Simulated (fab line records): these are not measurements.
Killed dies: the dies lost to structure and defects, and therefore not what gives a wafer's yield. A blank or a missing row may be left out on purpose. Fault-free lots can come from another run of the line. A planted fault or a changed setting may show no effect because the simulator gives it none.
fab line records | flow n5_finfet
[record] lots = 9 wafers = 27 last_day = 18
route steps=1938 shown MOL_CONTACT_COAG@554 BEOL_M4@1111 PASSIVATION@1936
lots that met no fault: from a run of the same line without faults
start_h: the number of hours between the record's first day and the start of the first shown wafer of the lot | wait_h: hours from the lot's prior step to this one | " unchanged from the row above | L1.1+2: several wafers, shown together as one row | - value missing, or start not given | * or withheld: withheld | < > ~ a bound
route shown NAME@n: a module of which the file shows steps, and the number in the route of the first | usual: mean/standard deviation of fault-free wafers | same: alike in all rows | chamber/n: place in a boat | sites: per-site readings | _std_site: the values' standard deviation | _edge_site: outer sites' mean less inner sites' | radius_mm: how far each site lies from the wafer's centre | mask NAME#n: copy n | behind: the tool/chamber that last shaped the wafer | hold: cause of the lot's hold/its duration in hours/its outcome | device: whichever transistor did not switch (one of n, p or np) | end of line: tests run on the same wafers once the route is complete | a step without rows: its recipe alone | killed: dies that structure and defects cost at the first sort, which is not the same as the wafer's yield | map: dies across one wafer; x = killed, . = not, _ = none there
set.NAME: the run value of the setting; set.NAME@STEP: its run value at that earlier step | model.NAME: the simulator's own value behind a step, which no gauge read
the route's steps for a sample of lots (tables are steps, rows are wafers)
services: a tool's chamber out of use, with start hour (start_h, from the record's first day; less than 0 if before it), hours out, and reason
[[steps]]
[step N5_MOL_CONTACT_COAG_CMP_23]
[recipe] stop_on = SiO2 t_overpolish_s = 1.5 post_cmp_clean = cu_alkaline down_force_psi = 2 platen_rpm = 50.289 pad_velocity_m_s = 1.0006 target_thk_nm = 0
[usual] edge_zone_pressure_frac = 1.000/0.0052 motor_current_A = 8.2/0.83 overpolish_run_s = 1.500/0.01 retaining_ring_pressure_frac = 1.000/0.0047 time_to_endpoint_s = 9.3/1.7
// columns lot.wafer tool chamber start_h wait_h edge_zone_pressure_frac motor_current_A overpolish_run_s retaining_ring_pressure_frac time_to_endpoint_s
L794.4 cmp-03 1 101.67 0.1 1.011 7.2 1.496 1.002 9.2
L794.1 " 2 " " 0.996 8.6 1.490 0.988 9.2
L794.5 " 0 " " 0.996 7.7 1.513 0.999 11.5
L797.3 cmp-03 3 117.87 0.0 1.000 8.8 1.493 1.004 9.8
L797.6 " 3 " " 0.993 8.5 1.496 1.001 11.9
L797.5 " 0 " " 1.008 7.6 1.506 1.003 10.6
L799.3 cmp-03 1 137.13 0.1 0.999 6.8 1.489 1.003 7.2
L799.5 " 1 " " 0.998 6.8 1.497 1.009 6.4
L799.6 " 2 " " 1.001 8.4 1.495 0.998 5.9
L800.1 cmp-03 0 137.39 0.2 0.999 7.7 1.509 0.999 10.5
L800.3 " 2 " " 0.994 8.6 1.490 1.003 10.6
L800.5 " 3 " " 1.013 8.9 1.487 1.011 10.7
L809.3 cmp-01 2 188.86 0.1 0.984 9.2 1.500 0.996 7.4
L809.5 " 3 " " 0.995 8.4 1.508 0.999 10.0
L809.6 " 0 " " 0.996 8.3 1.513 0.998 9.2
L812.3 cmp-02 1 211.50 0.0 1.009 9.4 1.498 0.998 6.8
L812.1 " 2 " " 0.992 7.6 1.504 1.002 9.0
L812.6 " 2 " " 0.989 7.6 1.511 1.011 11.2
L814.4 cmp-03 1 223.53 0.1 0.999 7.2 1.504 1.002 7.3
L814.3 " 2 " " 1.005 8.7 1.490 0.998 8.5
L814.5 " 3 " " 1.007 8.7 1.495 1.003 10.2
L815.3 cmp-02 3 242.54 0.1 1.001 7.1 1.510 0.999 11.0
L815.4 " 1 " " 1.005 9.3 1.505 1.002 7.7
L815.5 " 2 " " 0.990 7.7 1.492 1.006 8.4
L816.1 cmp-01 2 242.66 0.1 1.000 8.9 1.488 1.009 7.4
L816.3 " 3 " " 0.997 8.4 1.505 1.003 9.2
L816.2 " 0 " " 0.996 8.1 1.471 0.998 10.1
[step N5_MOL_CONTACT_COAG_THK_MEAS_29]
[recipe] reads = SiNx_of_GATE_CUT_PECVD_57+SiNx_of_GATE_CUT_SAC_CAP_01
[usual] MD_CAP_THK = 17.92/0.072
// columns lot.wafer tool chamber start_h wait_h MD_CAP_THK[nm]
L794.1 film_metro-02 - 104.32 - 17.88
L794.4 " - " " 18.02
L794.5 " - " " 17.95
L797.3 film_metro-02 - 120.56 - 17.75
L797.5 " - " " 17.88
L797.6 " - " " 17.97
L799.3 film_metro-02 - 139.92 - 17.89
L799.5 " - " " 17.93
L799.6 " - " " 17.86
L800.1 film_metro-01 - 140.15 - 17.90
L800.3 " - " " 17.88
L800.5 " - " " 17.88
L809.3 film_metro-02 - 192.25 - 17.90
L809.5 " - " " 17.85
L809.6 " - " " 17.90
L812.1 film_metro-01 - 215.13 - 17.89
L812.3 " - " " 17.88
L812.6 " - " " 17.88
L814.3 film_metro-02 - 226.29 - 17.86
L814.4 " - " " 18.00
L814.5 " - " " 17.95
L815.3 film_metro-02 - 245.18 - 17.84
L815.4 " - " " 17.87
L815.5 " - " " 17.90
L816.1 film_metro-01 - 245.31 - 17.83
L816.2 " - " " 17.85
L816.3 " - " " 17.83
[step N5_MOL_CONTACT_COAG_DESCUM_88]
[recipe] chemistry = O2 time_s = 7 source_power_w = 50 bias_power_w = 20 pressure_mtorr = 20 rf_frequency_hz = 2.712e+07 temp_c = 40 resist = CAR-EUV o2_flow_sccm = 225
[usual] drypump_motor_current_A = 5.8/0.35 oes_product_au = 0.80/0.099 rf_fwd_power_W = 49.40/0.26 rf_vpp_V = 242.6/1.1 showerhead_plenum_p_Torr = 2.05/0.052 throttle_valve_pct = 20.46/0.26
// columns lot.wafer tool chamber start_h wait_h drypump_motor_current_A oes_product_au rf_fwd_power_W rf_hours_counter_h rf_vpp_V showerhead_plenum_p_Torr throttle_valve_pct
L794.1 rie_diel-05 1 105.44 0.0 5.1 0.68 49.43 248 242.3 2.05 20.46
L794.4 " 0 " " 5.6 0.90 49.26 35 243.0 2.04 20.20
L794.5 " 3 " " 5.7 0.73 49.48 - 241.9 2.07 20.36
L797.3 rie_diel-05 3 121.87 0.3 5.8 0.74 49.82 198 242.8 2.06 20.38
L797.5 " 0 " " 5.6 0.89 49.14 - 243.4 2.03 20.21
L797.6 " 3 " " 5.8 0.74 49.81 - 243.2 2.07 20.37
L799.3 rie_diel-05 1 142.86 0.2 5.1 0.98 49.43 6 242.6 2.05 20.08
L799.5 " 1 " " 5.1 0.97 49.38 - 243.0 2.05 20.09
L799.6 " 0 " " 5.7 0.86 48.95 - 241.2 2.03 20.21
L800.1 rie_diel-06 3 143.49 0.3 6.2 0.75 49.71 156 242.5 2.01 20.50
L800.3 " 1 " " 5.9 0.75 48.89 154 243.9 2.09 20.62
L800.5 " 1 " " 5.9 0.76 48.88 - 244.4 2.09 20.61
L809.3 rie_diel-05 0 193.53 0.1 5.6 0.84 49.04 66 243.0 2.03 20.25
L809.5 " 0 " " 5.7 0.84 48.93 - 242.7 2.02 20.24
L809.6 " 3 " " 5.7 0.72 49.33 - 242.6 2.06 20.42
L812.1 rie_diel-02 1 216.29 0.0 5.0 0.71 49.77 197 240.1 1.99 20.39
L812.3 " 2 " " 6.2 0.72 49.56 197 245.0 2.17 20.94
L812.6 " 1 " " 5.0 0.71 49.69 - 243.1 1.99 20.38
L814.3 rie_diel-06 0 227.65 0.2 5.8 0.89 49.55 39 242.4 2.04 20.34
L814.4 " 2 " " 5.9 0.92 49.53 30 242.8 2.06 20.07
L814.5 " 2 " " 5.9 0.91 49.65 - 242.4 2.06 20.07
L815.3 rie_diel-06 2 246.19 0.0 5.9 0.90 49.59 35 241.8 2.05 20.09
L815.4 " 0 " " 5.8 0.89 49.72 44 242.0 2.04 20.35
L815.5 " 0 " " 5.8 0.89 49.22 - 243.0 2.04 20.36
L816.1 rie_diel-02 2 246.34 0.0 6.1 0.73 49.46 207 243.7 2.17 20.94
L816.2 " 0 " " 5.9 0.69 49.17 239 241.7 1.98 20.70
L816.3 " 1 " " 5.0 0.70 49.53 207 242.8 1.98 20.39
[step N5_MOL_CONTACT_COAG_ALD_131]
[recipe] material = SiO2 target_thk_a = 50 temp_c = 100 ald_precursor_family = BDEAS ald_co_reactant = O2-plasma pulse_time_s = 1 co_reactant_pulse_time_s = 1 purge_time_s = 2 co_reactant_purge_time_s = 2 ald_cycles = 35 pressure_torr = 2
[usual] ald_cycles = 35/0 heater_power_w = 82/7.7 precursor_pulse_height_rel = 1.001/0.019
// columns lot.wafer tool chamber start_h wait_h ald_cycles heater_power_w precursor_pulse_height_rel
L794.1 ald_sin-01 2 105.58 0.1 35 74 0.993
L794.4 " 0 " " 35 83 1.027
L794.5 " 1 " " 35 80 0.982
L797.3 ald_sin-01 2 122.00 0.1 35 76 0.978
L797.5 " 2 " " 35 74 0.980
L797.6 " 3 " " 35 69 0.995
L799.3 ald_sin-01 2 143.00 0.1 35 76 1.011
L799.5 " 3 " " 35 70 1.054
L799.6 " 2 " " 35 77 0.982
L800.1 ald_sin-02 1 143.63 0.1 35 86 0.961
L800.3 " 3 " " 35 82 1.007
L800.5 " 2 " " 35 92 1.005
L809.3 ald_sin-01 2 193.66 0.1 35 75 1.005
L809.5 " 1 " " 35 76 1.022
L809.6 " 2 " " 32 76 0.990
L812.1 ald_sin-01 2 216.42 0.1 35 74 0.996
L812.3 " 1 " " 35 79 0.988
L812.6 " 0 " " 32 84 0.986
L814.3 ald_sin-04 1 227.99 0.3 35 80 0.994
L814.4 " 0 " " 35 94 0.989
L814.5 " 3 " " 35 77 0.999
L815.3 ald_sin-02 0 246.32 0.1 35 87 1.012
L815.4 " 1 " " 35 89 1.021
L815.5 " 0 " " 35 88 1.011
L816.1 ald_sin-04 1 246.48 0.1 35 78 0.988
L816.2 " 3 " " 35 76 1.009
L816.3 " 0 " " 35 94 1.012
[step N5_BEOL_M4_RC_MEAS_101]
[usual] DIBL_N = 36.4/1.3 DIBL_P = 36.5/1.7 IOFF_N = 0.154/0.022 IOFF_P = 0.202/0.025 ION_N = 671/9.8 ION_P = 460/6.8 SS_N = 71.6/0.54 SS_P = 73.4/0.58 VT_N = 250.9/2.8 VT_P = -251.4/2.7
// columns lot.wafer tool chamber start_h wait_h DIBL_N[mV/V] DIBL_P[mV/V] IOFF_N[nA/um] IOFF_P[nA/um] ION_N[uA/um] ION_P[uA/um] SS_N[mV/dec] SS_P[mV/dec] VT_N[mV] VT_P[mV]
L794.1 prober-02 0 172.44 0.0 37.2 35.9 0.159 0.181 682 449 73.0 73.1 252.0 -252.2
L794.4 " 0 " " 34.8 33.7 0.124 0.161 668 458 71.3 73.1 255.4 -252.7
L794.5 " 0 " " 37.4 36.4 0.168 0.194 674 452 72.1 72.9 250.2 -252.2
L797.3 prober-02 0 178.10 0.3 36.4 36.5 0.135 0.171 662 448 70.7 72.7 251.5 -255.8
L797.5 " 0 " " 38.7 38.8 0.172 0.203 678 453 71.6 74.2 247.7 -253.6
L797.6 " 0 " " 38.6 38.8 0.176 0.202 676 450 71.8 73.7 247.2 -253.1
L799.3 prober-02 0 205.12 0.3 37.8 37.6 0.182 0.234 680 470 71.4 73.9 247.4 -247.5
L799.5 " 0 " " 36.2 35.6 0.152 0.199 684 466 70.8 73.4 249.2 -249.2
L799.6 " 0 " " 36.0 35.5 0.147 0.197 681 466 71.3 73.8 248.4 -248.3
L800.1 prober-02 0 220.06 0.0 35.0 35.0 0.147 0.186 666 460 71.6 73.4 252.3 -252.5
L800.3 " 0 " " 35.8 36.2 0.169 0.206 679 465 71.2 73.2 249.0 -253.1
L800.5 " 0 " " 35.1 34.2 0.147 0.174 666 449 71.5 73.8 252.8 -252.6
L809.3 prober-01 0 265.63 0.3 33.6 33.9 0.125 0.181 662 457 70.7 72.4 255.2 -250.4
L809.5 " 0 " " 34.6 35.4 0.136 0.197 671 463 71.0 73.3 252.1 -249.0
L809.6 " 0 " " 35.3 36.2 0.144 0.205 667 457 71.8 73.4 253.1 -250.7
L812.1 prober-01 0 282.60 0.0 35.8 35.5 0.135 0.225 662 466 70.9 73.0 253.4 -250.0
L812.3 " 0 " " 38.0 37.1 0.161 0.260 656 461 72.7 73.9 249.9 -247.8
L812.6 " 0 " " 36.2 35.9 0.139 0.243 655 458 71.7 73.3 252.5 -245.9
L814.3 prober-02 0 287.61 0.3 38.7 40.7 0.203 0.250 671 462 73.0 74.1 248.8 -248.9
L814.4 " 0 " " 37.7 40.3 0.184 0.238 675 457 72.1 74.4 249.9 -249.7
L814.5 " 0 " " 38.3 41.4 0.213 0.267 679 461 72.4 73.9 248.1 -247.8
L816.1 prober-01 0 305.59 0.0 36.1 37.4 0.157 0.192 677 453 71.5 73.3 247.4 -252.0
L816.2 " 0 " " 37.4 38.9 0.189 0.220 685 465 71.6 74.2 245.6 -250.3
L816.3 " 0 " " 37.3 38.9 0.187 0.211 669 455 71.8 73.7 248.7 -251.6
L815.3 prober-01 0 310.98 0.3 34.7 34.7 0.130 0.191 662 459 71.6 72.5 253.3 -251.2
L815.4 " 0 " " 35.0 35.3 0.134 0.199 679 466 70.6 72.7 251.0 -248.1
L815.5 " 0 " " 35.2 36.0 0.145 0.215 672 464 71.2 72.4 250.8 -249.1
[step N5_PASSIVATION_PROBE_49]
[usual] defect_limited_yield = 91.1/1.3 killed_at_M0_to_M3 = 34/10 killed_at_M4_up = 14/5.7 killed_at_contacts = 12/5.9 killed_at_front_end = 41/12 killed_at_other = 4/3.1 killed_dies = 105/15 killed_on_rim = 14/4.2 killed_open = 69/11 killed_short = 35/7.8 sort_bin_5_function = 5.3/0.81 sort_bin_6_memory = 3.3/0.75 sort_bin_8_speed = 0.00/0.007 sort_n_pass = 1075/15 sort_yield_pct = 91.1/1.3
[same] gross_dies = 1180 killed_at_back_side = 0 sort_bin_4_leakage[%] = 0
// columns lot.wafer tool chamber start_h wait_h defect_limited_yield[%] killed_at_M0_to_M3 killed_at_M4_up killed_at_contacts killed_at_front_end killed_at_other killed_dies killed_on_rim killed_open killed_short sort_bin_5_function[%] sort_bin_6_memory[%] sort_bin_8_speed[%] sort_n_pass sort_yield_pct[%]
L794.1 prober-01 - 272.48 0.0 90.5 41 18 20 32 1 112 12 72 39 5.3 4.0 0 1068 90.5
L794.4 prober-01 - 272.63 0.2 90.4 35 22 11 45 0 113 14 65 47 5.7 3.2 0 1067 90.4
L794.5 prober-01 - 272.68 0.2 91.8 37 17 10 33 0 97 10 61 35 4.7 3.4 0 1083 91.8
L797.3 prober-01 - 279.42 0.1 92.7 20 11 24 29 2 86 9 61 23 4.4 2.7 0 1094 92.7
L797.5 prober-01 - 279.52 0.2 90.6 47 12 20 30 2 111 14 69 41 6.3 2.9 0 1069 90.6
L797.6 prober-01 - 279.57 0.3 92.2 29 14 8 40 1 92 12 59 30 5.3 2.2 0 1088 92.2
L799.3 prober-01 - 316.74 0.1 91.2 36 23 11 30 4 104 13 75 29 5.3 3.4 0 1076 91.2
L799.5 prober-01 - 316.84 0.2 92.0 22 12 22 30 8 94 10 58 34 4.7 2.9 0 1086 92.0
L799.6 prober-01 - 316.89 0.3 90.9 37 22 15 32 1 107 19 73 34 4.5 4.3 0 1073 90.9
L800.1 prober-01 - 336.50 0.0 90.6 43 13 9 44 2 111 12 71 40 5.9 3.1 0 1069 90.6
L800.3 prober-01 - 336.60 0.1 89.3 40 13 20 51 2 126 20 79 47 6.2 4.2 0 1054 89.3
L800.5 prober-01 - 336.70 0.2 90.4 34 14 32 30 3 113 16 72 41 5.8 3.4 0 1067 90.4
L809.3 prober-02 - 363.68 0.1 92.4 25 9 8 41 7 90 11 67 22 4.5 3.0 0 1090 92.4
L809.5 prober-02 - 363.78 0.2 91.5 34 9 16 39 2 100 16 77 22 4.7 3.6 0 1080 91.5
L809.6 prober-02 - 363.83 0.3 89.7 32 13 11 61 4 121 22 77 39 6.4 3.2 0 1059 89.7
L814.3 prober-01 - 392.00 0.1 90.8 29 19 9 44 7 108 15 70 37 5.3 3.6 0 1072 90.8
L814.4 prober-01 - 392.05 0.2 91.1 36 23 10 28 8 105 11 69 34 5.8 3.0 0 1075 91.1
L814.5 prober-01 - 392.10 0.2 92.5 12 19 11 36 10 88 11 57 30 4.7 2.5 0 1092 92.5
L816.1 prober-01 - 403.40 0.0 91.2 41 11 16 29 7 104 12 68 35 5.3 3.3 0 1076 91.2
L816.2 prober-01 - 403.45 0.1 91.6 25 22 5 40 7 99 12 65 33 5.6 2.5 0 1081 91.6
L816.3 prober-01 - 403.50 0.1 92.1 38 13 14 21 7 93 16 55 32 4.7 3.0 0 1087 92.1
// killed by level:class
L794.1 MOL_CONTACT_COAG:geometric_particle:open=17 BEOL_M0_SAQP:geometric_particle:open=12 BEOL_M0_SAQP:geometric_particle:short=12 BEOL_M4:geometric_particle:open=9 BEOL_M1:geometric_particle:open=6 FIN_SAQP:geometric_particle:open=5 STI_FIN_REVEAL:geometric_particle:open=5 FIN_SAQP:geometric_particle:short=4
L794.4 BEOL_M0_SAQP:geometric_particle:short=15 FIN_SAQP:geometric_particle:open=11 BEOL_M4:geometric_particle:open=10 FIN_SAQP:geometric_particle:short=8 MOL_CONTACT_COAG:geometric_particle:open=8 STI_FIN_REVEAL:geometric_particle:open=6 BEOL_M0_SAQP:geometric_particle:open=6 BEOL_M1:geometric_particle:open=5
L794.5 BEOL_M0_SAQP:geometric_particle:short=14 BEOL_M4:geometric_particle:open=13 BEOL_M0_SAQP:geometric_particle:open=11 FIN_SAQP:geometric_particle:open=6 FIN_SAQP:geometric_particle:short=6 STI_FIN_REVEAL:geometric_particle:open=6 MOL_CONTACT_COAG:geometric_particle:open=6 GATE_CUT:geometric_particle:short=5
L797.3 MOL_CONTACT_COAG:geometric_particle:open=23 DUMMY_GATE:geometric_particle:open=9 BEOL_M4:geometric_particle:open=8 GATE_CUT:geometric_particle:short=5 BEOL_M2:geometric_particle:open=4 BEOL_M1:geometric_particle:open=4 DUMMY_GATE:geometric_particle:short=3 BEOL_M0:geometric_particle:open=3
L797.5 BEOL_M2:geometric_particle:open=16 MOL_CONTACT_COAG:geometric_particle:open=10 MOL_CONTACT_COAG:geometric_particle:short=9 BEOL_M0_SAQP:geometric_particle:short=9 BEOL_M0:geometric_particle:open=8 BEOL_M0_SAQP:geometric_particle:open=6 GATE_CUT:geometric_particle:short=5 BEOL_M5:geometric_particle:open=5
L797.6 BEOL_M0_SAQP:geometric_particle:open=9 BEOL_M0_SAQP:geometric_particle:short=7 BEOL_M4:geometric_particle:open=7 STI_FIN_REVEAL:geometric_particle:open=6 DUMMY_GATE:geometric_particle:open=6 GATE_CUT:geometric_particle:short=6 FIN_SAQP:geometric_particle:open=5 MOL_CONTACT_COAG:geometric_particle:open=5
L799.3 BEOL_M0_SAQP:geometric_particle:open=13 STI_FIN_REVEAL:geometric_particle:open=9 BEOL_M4:geometric_particle:open=9 BEOL_M5:geometric_particle:open=9 GATE_CUT:geometric_particle:short=7 MOL_CONTACT_COAG:geometric_particle:open=7 BEOL_M0_SAQP:geometric_particle:short=6 BEOL_M3:geometric_particle:open=6
L799.5 MOL_CONTACT_COAG:geometric_particle:open=17 GATE_CUT:geometric_particle:short=11 STI_FIN_REVEAL:geometric_particle:open=9 MOL_CONTACT_COAG:geometric_particle:short=5 BEOL_M0_SAQP:geometric_particle:open=5 BEOL_M1:geometric_particle:open=5 BEOL_M0_SAQP:geometric_particle:short=4 PAD_METAL:geometric_particle:short=4
L799.6 MOL_CONTACT_COAG:geometric_particle:open=11 STI_FIN_REVEAL:geometric_particle:open=10 BEOL_M4:geometric_particle:open=9 BEOL_M0_SAQP:geometric_particle:open=6 BEOL_M0_SAQP:geometric_particle:short=6 BEOL_M1:geometric_particle:open=6 BEOL_M2:geometric_particle:open=6 BEOL_M3:geometric_particle:open=5
L800.1 FIN_SAQP:geometric_particle:open=10 MOL_CONTACT_COAG:geometric_particle:open=8 FIN_SAQP:geometric_particle:short=7 GATE_CUT:geometric_particle:short=7 BEOL_M0_SAQP:geometric_particle:short=7 BEOL_M1:geometric_particle:open=7 BEOL_M3:geometric_particle:open=7 BEOL_M0_SAQP:geometric_particle:open=6
L800.3 FIN_SAQP:geometric_particle:short=18 MOL_CONTACT_COAG:geometric_particle:open=17 FIN_SAQP:geometric_particle:open=8 BEOL_M0_SAQP:geometric_particle:short=8 BEOL_M3:geometric_particle:open=7 STI_FIN_REVEAL:geometric_particle:open=6 BEOL_M1:geometric_particle:open=6 BEOL_M0_SAQP:geometric_particle:open=5
L800.5 MOL_CONTACT_COAG:geometric_particle:open=25 FIN_SAQP:geometric_particle:open=9 MOL_CONTACT_COAG:geometric_particle:short=7 BEOL_M0_SAQP:geometric_particle:open=7 BEOL_M1:geometric_particle:open=6 BEOL_M0_SAQP:geometric_particle:short=6 FIN_SAQP:geometric_particle:short=5 BEOL_M2:geometric_particle:open=4
L809.3 STI_FIN_REVEAL:geometric_particle:open=11 BEOL_M3:geometric_particle:open=10 MOL_CONTACT_COAG:geometric_particle:open=6 FIN_SAQP:geometric_particle:open=5 ILD0:geometric_particle:open=5 BEOL_M1:geometric_particle:open=4 STI_FIN_REVEAL:geometric_particle:short=3 BEOL_M4:geometric_particle:open=3
L809.5 STI_FIN_REVEAL:geometric_particle:open=13 MOL_CONTACT_COAG:geometric_particle:open=13 BEOL_M3:geometric_particle:open=13 FIN_SAQP:geometric_particle:open=9 BEOL_M1:geometric_particle:open=6 BEOL_M0_SAQP:geometric_particle:open=5 FIN_SAQP:geometric_particle:short=4 ILD0:geometric_particle:short=4
L809.6 STI_FIN_REVEAL:geometric_particle:open=18 BEOL_M1:geometric_particle:open=12 STI_FIN_REVEAL:geometric_particle:short=10 MOL_CONTACT_COAG:geometric_particle:open=8 BEOL_M3:geometric_particle:open=8 ILD0:geometric_particle:short=6 FIN_SAQP:geometric_particle:short=5 FIN_SAQP:geometric_particle:open=5
L814.3 FIN_SAQP:geometric_particle:open=12 BEOL_M0_SAQP:geometric_particle:short=10 FIN_SAQP:geometric_particle:short=9 BEOL_M2:geometric_particle:open=9 BEOL_M0_SAQP:geometric_particle:open=8 MOL_CONTACT_COAG:geometric_particle:open=7 BEOL_M4:geometric_particle:open=6 STI_FIN_REVEAL:geometric_particle:open=4
L814.4 BEOL_M0_SAQP:geometric_particle:open=14 BEOL_M0_SAQP:geometric_particle:short=8 BEOL_M4:geometric_particle:open=8 MOL_CONTACT_COAG:geometric_particle:open=7 BEOL_M1:geometric_particle:open=6 BEOL_M3:geometric_particle:open=5 FIN_SAQP:geometric_particle:open=4 GATE_CUT:geometric_particle:short=4
L814.5 MOL_CONTACT_COAG:geometric_particle:open=9 BEOL_M4:geometric_particle:open=8 FIN_SAQP:geometric_particle:open=6 STI_FIN_REVEAL:geometric_particle:open=5 MIM_TOP_ETCH:geometric_particle:short=5 MIM_TOP_ETCH:geometric_particle:open=5 FIN_SAQP:geometric_particle:short=4 STARTING-WAFER:geometric_particle:open=4
L816.1 MOL_CONTACT_COAG:geometric_particle:open=16 BEOL_M0_SAQP:geometric_particle:short=15 BEOL_M0_SAQP:geometric_particle:open=10 STI_FIN_REVEAL:geometric_particle:open=8 BEOL_M2:geometric_particle:open=7 FIN_SAQP:geometric_particle:open=6 BEOL_M1:geometric_particle:open=6 FIN_SAQP:geometric_particle:short=4
L816.2 BEOL_M4:geometric_particle:open=13 FIN_SAQP:geometric_particle:open=10 STI_FIN_REVEAL:geometric_particle:open=9 FIN_SAQP:geometric_particle:short=7 BEOL_M0_SAQP:geometric_particle:open=7 MOL_CONTACT_COAG:geometric_particle:open=5 BEOL_M1:geometric_particle:open=5 BEOL_M3:geometric_particle:open=4
L816.3 MOL_CONTACT_COAG:geometric_particle:open=9 BEOL_M0_SAQP:geometric_particle:short=9 BEOL_M0_SAQP:geometric_particle:open=9 STI_FIN_REVEAL:geometric_particle:open=7 BEOL_M3:geometric_particle:open=7 FIN_SAQP:geometric_particle:short=5 MOL_CONTACT_COAG:geometric_particle:short=5 BEOL_M1:geometric_particle:open=5
[[services]]
// columns tool chamber start_h hours kind
ald_sin-01 - 85.25 14.0 pm
rie_diel-02 2 90.82 4.3 repair
cmp-01 - 103.32 4.2 pm
rie_diel-05 3 117.14 1.4 repair
ald_sin-01 0 123.97 5.6 repair
cmp-03 - 124.34 7.2 pm
cmp-02 - 134.51 5.8 pm
cmp-01 - 138.85 1.5 repair
ald_sin-01 0 139.14 13.4 repair
cmp-02 - 141.38 4.0 pm
rie_diel-05 0 158.30 8.1 repair
cmp-01 - 159.35 8.3 repair
rie_diel-02 2 180.54 3.9 repair
rie_diel-05 3 185.11 4.9 repair
cmp-01 - 189.30 1.0 repair
cmp-02 - 201.67 0.3 repair
rie_diel-06 2 209.85 1.5 repair
cmp-03 - 211.96 4.0 pm
ald_sin-02 - 229.82 0.6 repair
ald_sin-04 2 236.79 53.0 repair
cmp-03 - 239.57 5.5 pm
rie_diel-02 - 243.77 0.4 repair
cmp-01 - 245.32 0.2 repair
rie_diel-05 0 246.43 14.1 repair
[[key]]
[first_sign] step = N5_MOL_CONTACT_COAG_ALD_131 reading = ald_cycles direction = down sigmas = 99+ usual = * struck = *
effect none on later readings
met_at N5_MOL_CONTACT_COAG_ALD_131
struck_lots L809,L812
struck_wafers L809.6,L812.6
not_acting_at N5_MOL_CONTACT_COAG_CMP_23,N5_MOL_CONTACT_COAG_THK_MEAS_29,N5_MOL_CONTACT_COAG_DESCUM_88
onset_between 143.00 193.66
[fault] kind = process_parameter_drift tool = ald_sin-01 chamber = - onset_h = 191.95 steps = N5_MOL_CONTACT_COAG_ALD_131 channel = ald_cycles offset = * shape = step end_h = 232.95 scope = struck_wafers_only acts_in = * stated = *
